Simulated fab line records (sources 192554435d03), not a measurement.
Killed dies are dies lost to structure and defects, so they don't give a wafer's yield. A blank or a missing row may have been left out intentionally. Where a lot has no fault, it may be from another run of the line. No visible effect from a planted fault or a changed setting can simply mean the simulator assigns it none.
fab line records	flow n5-finfet	part 1 of 2: steps 1 to 4 of 6
record lots=24	wafers=72	last-day=18
route steps=1938 shown SDB@347 HKMG_FIN@420 GATE_CUT@469
lots that met no fault: from a run of the same line without faults
start-h: hours from the record's first day to the start of the lot's first wafer shown	wait-h: hours from the lot's prior step to this one	" unchanged from the row above	L1.1+2: one row covering several wafers at once	- either no value or no given start	* or withheld: withheld	< > ~ a bound
route shown NAME@n: NAME is a module with steps in the file, n the number in the route of the first one	usual: mean/standard deviation of fault-free wafers	same: alike in all rows	chamber/n: place in a boat	sites: per-site readings	_std_site: standard deviation of those values	_edge_site: inner sites' mean taken away from outer sites' mean	radius-mm: how far each site lies from the wafer's centre	mask NAME#n: copy n	behind: the most recent tool/chamber to have shaped the wafer	hold: why the lot went on hold/how many hours it stayed there/how the hold came to an end	device: the transistor (n, p or np) that didn't switch	end of line: tests run on the same wafers once the route is complete	for a step that has no rows: nothing shown but its recipe	killed: at the first sort, the dies lost to defects and structure; wafer yield is something else	map: a wafer's dies, marking killed ones x, the rest . and places with no die _
set.NAME: the setting as run; set.NAME@STEP: as run at that earlier step	model.NAME: the simulator's own value behind a step, which no gauge read
a sample of lots followed through the steps of the route, with each step as a table and each wafer as a row
services: from which hour (start-h, from the record's first day; less than 0 if before it) a tool's chamber was out of use, for how many hours, and why
## steps
# step N5_SDB_HM_DEP_00
# recipe material=SiNx	target-thk-a=400	temp-c=400	precursor=SiH4/NH3/N2	pressure-torr=1.5	rf-w=300	time-s=35.3
# usual heater-power-w=748/94	showerhead-plenum-p-Torr=5.18/0.075	susceptor-temp-C=400.00/0.2	throttle-valve-pct=39.5/2.1
lot.wafer	tool	chamber	start-h	wait-h	heater-power-w	showerhead-plenum-p-Torr	susceptor-temp-C	throttle-valve-pct
L074.1	pecvd-02	1	66.46	0.0	715	5.23	400.11	39.1
L074.2	"	0	"	"	835	5.16	399.71	42.6
L074.3	"	2	"	"	882	5.13	399.92	38.4
L075.3	pecvd-04	2	71.83	0.1	662	5.14	400.42	35.2
L075.4	"	1	"	"	660	5.34	399.95	40.2
L075.6	"	1	"	"	680	5.33	399.96	39.9
L076.3	pecvd-02	0	78.53	0.0	889	5.15	399.98	42.5
L076.4	"	1	"	"	703	5.23	400.03	39.3
L076.6	"	0	"	"	868	5.14	399.83	42.8
L077.3	pecvd-02	1	85.91	0.1	771	5.23	400.00	39.2
L077.4	"	0	"	"	891	5.15	399.94	42.9
L077.6	"	1	"	"	758	5.24	400.31	39.3
L078.2	pecvd-02	0	90.78	0.0	849	5.17	400.10	42.5
L078.4	"	1	"	"	732	5.23	400.06	39.1
L078.5	"	2	"	"	871	5.13	400.02	38.4
L079.3	pecvd-02	1	97.95	0.0	719	5.23	399.88	39.4
L079.4	"	0	"	"	898	5.14	400.45	42.6
L079.6	"	2	"	"	943	5.12	400.30	38.2
L080.1	pecvd-03	2	104.63	0.0	625	5.15	399.78	38.2
L080.4	"	1	"	"	584	5.06	400.17	41.9
L080.6	"	2	"	"	648	5.15	399.92	38.4
L081.1	pecvd-02	0	113.42	0.0	761	5.15	399.60	42.5
L081.2	"	1	"	"	769	5.23	400.07	39.2
L081.5	"	2	"	"	941	5.12	400.04	38.3
L082.1	pecvd-04	0	118.76	0.0	780	5.12	400.08	38.6
L082.4	"	2	"	"	641	5.13	399.86	35.5
L082.5	"	1	"	"	664	5.34	400.02	40.2
L083.1	pecvd-04	0	127.41	0.0	726	5.12	399.97	38.6
L083.2	"	1	"	"	706	5.34	399.86	40.0
L083.5	"	1	"	"	721	5.35	400.18	40.1
L084.1	pecvd-02	2	135.62	0.0	894	5.12	399.97	38.4
L084.5	"	2	"	"	905	5.12	400.00	38.4
L084.6	"	0	"	"	862	5.15	400.16	42.8
L085.2	pecvd-03	2	139.62	0.0	686	5.15	400.21	38.2
L085.4	"	1	"	"	694	5.06	399.97	41.6
L085.6	"	2	"	"	679	5.16	400.02	38.4
L086.1	pecvd-04	0	142.92	0.0	759	5.12	399.92	39.1
L086.2	"	1	"	"	609	5.33	399.86	40.0
L086.4	"	0	"	"	791	5.13	400.08	39.0
L087.1	pecvd-02	2	147.43	0.0	786	5.13	399.87	38.5
L087.2	"	0	"	"	836	5.15	399.85	42.5
L087.6	"	1	"	"	693	5.22	400.14	39.5
L088.2	pecvd-04	2	151.31	0.0	621	5.15	399.77	35.2
L088.5	"	0	"	"	811	5.12	400.09	39.2
L088.6	"	2	"	"	628	5.15	400.00	35.5
L089.3	pecvd-03	1	158.06	0.0	715	5.06	399.85	41.9
L089.4	"	2	"	"	612	5.15	400.13	38.5
L089.5	"	1	"	"	718	5.05	399.74	41.8
L090.2	pecvd-02	1	160.20	0.0	762	5.22	400.06	39.1
L090.3	"	0	"	"	788	5.15	400.30	42.6
L090.4	"	0	"	"	770	5.14	399.83	43.1
L091.1	pecvd-04	0	169.15	0.0	821	5.10	400.06	39.0
L091.3	"	2	"	"	654	5.13	399.79	35.6
L091.4	"	1	"	"	696	5.34	399.76	39.8
L092.2	pecvd-02	2	178.24	0.0	866	5.12	400.23	38.4
L092.5	"	0	"	"	831	5.15	400.11	42.7
L092.6	"	1	"	"	646	5.23	400.09	39.3
L093.1	pecvd-03	2	178.88	0.0	676	5.15	399.68	38.2
L093.2	"	0	"	"	749	5.22	400.32	39.7
L093.3	"	1	"	"	711	5.07	400.22	41.8
L094.4	pecvd-02	0	185.97	0.1	819	5.16	399.91	42.7
L094.5	"	1	"	"	666	5.23	399.76	39.1
L094.6	"	2	"	"	804	5.12	400.11	38.6
L095.2	pecvd-04	2	190.85	0.0	575	5.15	400.03	35.5
L095.4	"	2	"	"	559	5.15	399.84	35.5
L095.5	"	0	"	"	701	5.11	400.09	39.4
L096.1	pecvd-02	0	194.91	0.0	789	5.16	400.28	42.8
L096.2	"	2	"	"	937	5.11	400.04	38.6
L096.4	"	2	"	"	914	5.11	399.63	38.9
L097.4	pecvd-03	0	203.46	0.1	779	5.25	399.53	39.9
L097.5	"	1	"	"	647	5.06	400.04	41.8
L097.6	"	2	"	"	672	5.17	400.15	38.3
# step N5_SDB_CD_MEAS_11
# recipe target-cd-nm=50	landing-energy-ev=500	detector=se-inlens	polarity=opening
# usual cd-nm=50.7/0.93
lot.wafer	tool	chamber	start-h	wait-h	cd-nm
L074.1	cd-sem-03	0	66.91	-	51.3
L074.2	"	0	"	"	50.7
L074.3	"	0	"	"	51.6
L075.3	cd-sem-03	0	72.28	-	51.1
L075.4	"	0	"	"	51.2
L075.6	"	0	"	"	50.1
L076.3	cd-sem-03	0	78.98	-	49.2
L076.4	"	0	"	"	50.4
L076.6	"	0	"	"	49.3
L077.3	cd-sem-03	0	86.37	-	50.9
L077.4	"	0	"	"	51.2
L077.6	"	0	"	"	50.9
L078.2	cd-sem-02	0	91.23	-	50.7
L078.4	"	0	"	"	50.6
L078.5	"	0	"	"	50.4
L079.3	cd-sem-02	0	98.40	-	50.4
L079.4	"	0	"	"	51.8
L079.6	"	0	"	"	51.7
L080.1	cd-sem-02	0	105.09	-	48.8
L080.4	"	0	"	"	49.0
L080.6	"	0	"	"	48.6
L081.1	cd-sem-03	0	113.74	-	49.1
L081.2	"	0	"	"	49.8
L081.5	"	0	"	"	50.6
L082.1	cd-sem-02	0	119.09	-	50.5
L082.4	"	0	"	"	50.3
L082.5	"	0	"	"	51.0
L083.1	cd-sem-03	0	127.74	-	52.0
L083.2	"	0	"	"	51.1
L083.5	"	0	"	"	52.0
L084.1	cd-sem-02	0	136.07	-	51.8
L084.5	"	0	"	"	51.8
L084.6	"	0	"	"	51.2
L085.2	cd-sem-03	0	139.95	-	49.5
L085.4	"	0	"	"	49.9
L085.6	"	0	"	"	51.4
L086.1	cd-sem-03	0	143.37	-	51.3
L086.2	"	0	"	"	50.4
L086.4	"	0	"	"	49.8
L087.1	cd-sem-02	0	147.89	-	50.1
L087.2	"	0	"	"	49.7
L087.6	"	0	"	"	48.7
L088.2	cd-sem-03	0	151.64	-	49.9
L088.5	"	0	"	"	50.6
L088.6	"	0	"	"	50.6
L089.3	cd-sem-02	0	158.52	-	51.4
L089.4	"	0	"	"	50.6
L089.5	"	0	"	"	51.3
L090.2	cd-sem-03	0	160.53	-	50.8
L090.3	"	0	"	"	50.1
L090.4	"	0	"	"	50.7
L091.1	cd-sem-03	0	169.60	-	51.3
L091.3	"	0	"	"	51.3
L091.4	"	0	"	"	52.4
L092.2	cd-sem-01	0	178.57	-	51.2
L092.5	"	0	"	"	50.9
L092.6	"	0	"	"	50.7
L093.1	cd-sem-03	0	179.33	-	50.4
L093.2	"	0	"	"	51.7
L093.3	"	0	"	"	52.4
L094.4	cd-sem-01	0	186.40	-	51.5
L094.5	"	0	"	"	51.6
L094.6	"	0	"	"	49.8
L095.2	cd-sem-02	0	191.17	-	49.9
L095.4	"	0	"	"	50.5
L095.5	"	0	"	"	48.9
L096.1	cd-sem-03	0	195.24	-	49.1
L096.2	"	0	"	"	49.3
L096.4	"	0	"	"	50.6
L097.4	cd-sem-01	0	203.89	-	52.2
L097.5	"	0	"	"	51.4
L097.6	"	0	"	"	50.8
# step N5_SDB_HM_OPEN_20
# recipe chemistry=CH3F/O2	target=SiNx	mask-material=SOC	target-depth-a=240	stop-on=poly-Si	over-etch-frac=0.4	ion-energy-ev=120	pressure-mtorr=30	source-w=395	bias-w=73	Ar_flow_sccm=150	CH3F_flow_sccm=30	O2_flow_sccm=20
# usual bias-w=73.05/0.23	drypump-motor-current-A=5.4/0.39	mfc-ar-sccm=150.0/0.42	oes-product-au=0.65/0.072	rf-vpp-V=298/4.2	showerhead-plenum-p-Torr=2.00/0.077	throttle-valve-pct=16.29/0.21
lot.wafer	tool	chamber	start-h	wait-h	bias-w	drypump-motor-current-A	mfc-ar-sccm	oes-product-au	rf-hours-counter-h	rf-vpp-V	showerhead-plenum-p-Torr	throttle-valve-pct
L074.1	rie-diel-04	0	67.56	0.0	73.05	5.9	149.4	0.59	154	296	1.92	16.44
L074.2	"	3	"	"	73.03	5.6	149.7	0.59	153	305	1.91	16.26
L074.3	"	1	"	"	73.16	5.3	150.4	0.58	178	295	2.08	16.54
L075.3	rie-diel-05	1	72.76	0.0	72.73	5.5	150.4	0.63	149	301	1.93	16.44
L075.4	"	3	"	"	72.57	5.7	150.2	0.58	233	295	1.89	16.58
L075.6	"	2	"	"	73.14	5.9	149.9	0.61	-	300	2.08	16.20
L076.3	rie-diel-04	2	79.34	0.0	72.89	4.8	150.3	0.77	8	300	1.96	16.12
L076.4	"	1	"	"	73.36	5.3	150.8	0.59	185	295	2.08	16.56
L076.6	"	2	"	"	73.13	4.8	150.3	0.77	-	302	1.96	16.11
L077.3	rie-diel-04	0	86.68	0.0	73.09	5.8	149.7	0.60	164	294	1.91	16.43
L077.4	"	3	"	"	73.56	5.6	150.7	0.59	162	303	1.90	16.27
L077.6	"	1	"	"	73.31	5.3	149.5	0.59	-	294	2.08	16.55
L078.2	rie-diel-04	3	91.59	0.0	73.02	5.6	149.7	0.59	163	307	1.90	16.26
L078.4	"	1	"	"	73.26	5.3	150.1	0.59	189	295	2.08	16.56
L078.5	"	1	"	"	73.27	5.3	150.6	0.59	-	296	2.08	16.57
L079.3	rie-diel-02	2	98.72	0.0	72.69	5.9	150.1	0.60	172	291	2.08	16.48
L079.4	"	1	"	"	72.75	4.9	150.5	0.77	7	293	2.06	16.03
L079.6	"	0	"	"	73.25	5.7	149.6	0.60	-	301	1.92	16.38
L080.1	rie-diel-04	1	105.40	0.0	73.12	5.3	149.6	0.61	192	294	2.08	16.59
L080.4	"	0	"	"	73.51	5.9	149.5	0.60	168	294	1.91	16.46
L080.6	"	0	"	"	73.27	5.9	150.4	0.61	-	294	1.91	16.46
L081.1	rie-diel-02	0	114.44	0.0	73.02	5.6	150.1	0.59	179	300	1.92	16.39
L081.2	"	2	"	"	72.81	5.9	149.2	0.60	177	292	2.08	16.49
L081.5	"	1	"	"	73.52	4.9	150.4	0.76	-	291	2.06	16.06
L082.1	rie-diel-02	0	119.40	0.0	73.25	5.6	149.9	0.59	181	301	1.92	16.39
L082.4	"	1	"	"	72.83	4.9	150.4	0.74	14	294	2.06	16.03
L082.5	"	1	"	"	72.83	5.0	150.1	0.75	-	293	2.06	16.03
L083.1	rie-diel-02	2	128.06	0.0	73.09	5.9	150.1	0.61	182	290	2.08	16.50
L083.2	"	3	"	"	73.00	5.4	150.0	0.75	20	296	2.04	16.15
L083.5	"	1	"	"	72.99	5.0	150.4	0.73	-	294	2.05	16.04
L084.1	rie-diel-05	1	136.39	0.0	73.36	5.5	149.9	0.62	175	300	1.92	16.48
L084.5	"	3	"	"	72.92	5.7	150.2	0.79	-	299	2.13	16.11
L084.6	"	0	"	"	73.29	4.9	149.8	0.67	-	295	2.01	15.87
L085.2	rie-diel-05	3	140.27	0.0	72.86	5.7	150.4	0.77	4	298	2.13	16.14
L085.4	"	1	"	"	72.60	5.5	150.0	0.62	177	302	1.92	16.47
L085.6	"	1	"	"	72.88	5.6	150.1	0.62	-	304	1.92	16.48
L086.1	rie-diel-05	2	143.68	0.0	72.98	5.9	149.9	0.59	184	300	2.07	16.23
L086.2	"	0	"	"	72.82	5.0	149.5	0.65	68	296	2.01	15.89
L086.4	"	1	"	"	73.06	5.5	149.8	0.62	178	301	1.92	16.49
L087.1	rie-diel-05	0	148.21	0.0	73.12	5.0	150.4	0.65	70	295	2.01	15.88
L087.2	"	2	"	"	72.97	5.9	149.1	0.59	186	299	2.07	16.25
L087.6	"	2	"	"	73.21	5.9	150.2	0.59	-	300	2.07	16.26
L088.2	rie-diel-02	1	151.96	0.0	73.32	5.0	149.9	0.72	24	293	2.05	16.05
L088.5	"	3	"	"	72.84	5.4	149.7	0.75	-	296	2.04	16.16
L088.6	"	2	"	"	73.19	5.9	149.8	0.59	-	291	2.07	16.52
L089.3	rie-diel-05	2	159.18	0.0	72.76	5.9	150.2	0.59	190	299	2.07	16.27
L089.4	"	1	"	"	72.62	5.5	151.1	0.61	184	301	1.92	16.51
L089.5	"	1	"	"	72.73	5.6	150.1	0.62	-	300	1.92	16.50
L090.2	rie-diel-04	1	160.84	0.0	73.37	5.3	150.7	0.57	212	296	2.07	16.61
L090.3	"	3	"	"	73.09	5.6	150.1	0.58	186	305	1.89	16.30
L090.4	"	0	"	"	72.97	5.8	149.3	0.59	189	294	1.90	16.50
L091.1	rie-diel-04	2	169.92	0.0	72.65	4.8	149.7	0.73	38	302	1.95	16.18
L091.3	"	3	"	"	73.34	5.6	150.0	0.58	190	304	1.89	16.32
L091.4	"	2	"	"	73.01	4.8	150.0	0.73	-	301	1.95	16.18
L092.2	rie-diel-04	3	178.88	0.0	73.09	5.6	150.4	0.57	193	304	1.89	16.32
L092.5	"	2	"	"	72.92	4.8	150.4	0.72	-	302	1.95	16.18
L092.6	"	1	"	"	73.43	5.3	150.0	0.58	-	294	2.07	16.61
L093.1	rie-diel-04	1	179.65	0.0	73.16	5.3	150.0	0.57	216	295	2.07	16.62
L093.2	"	3	"	"	72.79	5.6	149.7	0.59	193	305	1.89	16.33
L093.3	"	0	"	"	73.49	5.9	150.2	0.58	196	294	1.90	16.51
L094.4	rie-diel-02	2	186.71	0.0	72.95	5.9	149.9	0.59	200	290	2.07	16.53
L094.5	"	1	"	"	73.23	5.0	150.2	0.71	-	293	2.05	16.08
L094.6	"	2	"	"	73.04	5.9	150.3	0.58	-	291	2.07	16.54
L095.2	rie-diel-04	0	191.49	0.0	72.64	5.8	150.2	0.57	201	295	1.90	16.52
L095.4	"	1	"	"	73.17	5.3	149.3	0.59	220	295	2.07	16.63
L095.5	"	1	"	"	72.81	5.3	149.4	0.59	-	295	2.07	16.62
L096.1	rie-diel-05	1	195.56	0.0	73.03	5.5	149.2	0.60	197	301	1.91	16.52
L096.2	"	2	"	"	73.10	5.9	150.0	0.58	202	299	2.07	16.28
L096.4	"	3	"	"	73.17	5.7	150.0	0.72	22	300	2.12	16.15
L097.4	rie-diel-02	1	204.20	0.0	72.78	5.0	150.1	0.71	40	292	2.05	16.09
L097.5	"	3	"	"	72.90	5.4	150.5	0.72	-	296	2.03	16.20
L097.6	"	0	"	"	73.15	5.6	149.1	0.58	-	301	1.91	16.44
# step N5_HKMG_FIN_THK_MEAS_70
# recipe thk-meas-gauge=xrf	reads=HfO2_of_HKMG_FIN_HK_ALD_01
# usual HK_THK=1.611/0.019
lot.wafer	tool	chamber	start-h	wait-h	HK_THK[nm]
L074.1	film-metro-02	-	77.63	0.2	1.629
L074.2	"	-	"	"	1.642
L074.3	"	-	"	"	1.606
L075.3	film-metro-02	-	81.95	0.2	1.615
L075.4	"	-	"	"	1.642
L075.6	"	-	"	"	1.620
L076.3	film-metro-01	-	87.88	0.2	1.601
L076.4	"	-	"	"	1.581
L076.6	"	-	"	"	1.614
L077.3	film-metro-01	-	95.29	0.2	1.618
L077.4	"	-	"	"	1.604
L077.6	"	-	"	"	1.630
L078.2	film-metro-01	-	100.34	0.2	1.608
L078.4	"	-	"	"	1.590
L078.5	"	-	"	"	1.608
L079.3	film-metro-02	-	108.21	0.2	1.597
L079.4	"	-	"	"	1.596
L079.6	"	-	"	"	1.644
L080.1	film-metro-02	-	113.94	0.2	1.607
L080.4	"	-	"	"	1.601
L080.6	"	-	"	"	1.623
L081.1	film-metro-01	-	122.02	0.2	1.615
L081.2	"	-	"	"	1.615
L081.5	"	-	"	"	1.613
L082.1	film-metro-02	-	127.48	0.2	1.605
L082.4	"	-	"	"	1.586
L082.5	"	-	"	"	1.599
L083.1	film-metro-02	-	135.63	0.2	1.627
L083.2	"	-	"	"	1.618
L083.5	"	-	"	"	1.604
L084.1	film-metro-02	-	145.04	0.2	1.584
L084.5	"	-	"	"	1.582
L084.6	"	-	"	"	1.605
L085.2	film-metro-02	-	148.62	0.2	1.629
L085.4	"	-	"	"	1.584
L085.6	"	-	"	"	1.637
L086.1	film-metro-02	-	151.92	0.2	1.608
L086.2	"	-	"	"	1.625
L086.4	"	-	"	"	1.575
L087.1	film-metro-01	-	156.04	0.2	1.606
L087.2	"	-	"	"	1.606
L087.6	"	-	"	"	1.582
L088.2	film-metro-01	-	160.28	0.2	1.599
L088.5	"	-	"	"	1.598
L088.6	"	-	"	"	1.604
L089.3	film-metro-01	-	166.88	0.2	1.609
L089.4	"	-	"	"	1.598
L089.5	"	-	"	"	1.616
L090.2	film-metro-02	-	168.43	0.2	1.558
L090.3	"	-	"	"	1.624
L090.4	"	-	"	"	1.616
L091.1	film-metro-02	-	178.15	0.2	1.660
L091.3	"	-	"	"	1.569
L091.4	"	-	"	"	1.614
L092.2	film-metro-01	-	187.29	0.2	1.595
L092.5	"	-	"	"	1.624
L092.6	"	-	"	"	1.627
L093.1	film-metro-01	-	187.91	0.2	1.617
L093.2	"	-	"	"	1.585
L093.3	"	-	"	"	1.622
L094.4	film-metro-01	-	195.11	0.2	1.610
L094.5	"	-	"	"	1.626
L094.6	"	-	"	"	1.613
L095.2	film-metro-01	-	199.40	0.2	1.609
L095.4	"	-	"	"	1.595
L095.5	"	-	"	"	1.647
L096.1	film-metro-01	-	203.51	0.2	1.604
L096.2	"	-	"	"	1.620
L096.4	"	-	"	"	1.619
L097.4	film-metro-02	-	212.16	0.0	1.650
L097.5	"	-	"	"	1.596
L097.6	"	-	"	"	1.624
